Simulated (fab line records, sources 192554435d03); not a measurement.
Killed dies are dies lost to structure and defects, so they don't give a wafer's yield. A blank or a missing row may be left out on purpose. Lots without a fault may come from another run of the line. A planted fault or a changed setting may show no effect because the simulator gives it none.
Problem report in the 8D (eight disciplines) form, filled by code | flow n5_finfet | the parts of the form that need people (team, actions taken, sign-off) are left out

1. THE PROBLEM
spin_speed_rpm at N5_BEOL_M3_COAT_61 reads a mean of 1297.4 rpm on 6 wafers of 2 lots; wafers without a fault read 1499.8 rpm with a standard deviation of 1.1. That is -99 or more standard deviations from the usual mean.
The step: time 60 s, resist thk 60 nm.
First seen on wafer L115.1, day 10 09:41, on litho_track-04. The record holds 12 wafers of 4 lots with a number at this step. Rule for "out", or "out of limits": more than 4 standard deviations from the usual mean. The other wafers with a number count as sound.

2. WHAT IT IS AND WHAT IT IS NOT
question                    | is                     | is not
which readings at this step | spin_speed_rpm         | -
which lots                  | L112, L115             | L104, L124
which wafers of those lots  | all that have a number | -
read on which tools         | litho_track-04         | -
when                        | from day 10 09:41      | up to then (3 sound wafers); but 3 sound wafers of L124 came after

3. SUSPECTS, AND WHAT RULES EACH OUT
Counting: a tool at a process step up to the reading stays a suspect if it ran every lot that is out and no sound lot after the first of them.
- litho_track-04 at N5_BEOL_M3_COAT_61 (time 60 s, resist thk 60 nm): ruled out as a lasting fault. Sound lots L124 ran on it after its first lot that is out, L115 (day 10 09:41).
Left after counting: nothing in the record.

4. THE CAUSE (what the simulator had put in)
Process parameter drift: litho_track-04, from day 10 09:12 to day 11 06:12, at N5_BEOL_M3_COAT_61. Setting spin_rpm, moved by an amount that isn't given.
Counting ruled it out, wrongly.

5. THE CHAIN OF EFFECTS, in route order
Each row: a reading whose mean over the struck wafers that have a number lies more than 3 standard deviations from the usual. Only readings for which the record gives a usual standard deviation are gone through. hours: the time from each lot's start at the first step in this table that gives one to its start at this step, as a median over the lots. sigmas: the change in usual standard deviations.
hours | step               | reading        | usual      | on struck wafers | change | sigmas
0     | N5_BEOL_M3_COAT_61 | spin_speed_rpm | 1499.8 rpm | 1297.4           | -202.4 | -99 or more
The process steps in it:
- N5_BEOL_M3_COAT_61: time 60 s, resist thk 60 nm.
Later measuring or inspecting steps at which every struck wafer that the step has a row for has a number for every such reading, and none has moved that far: N5_BEOL_M4_RC_MEAS_101.

6. WHAT WOULD HAVE CAUGHT IT SOONER
In this record the first reading out of limits was taken at day 10 09:41, 0 hours after the fault began at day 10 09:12.
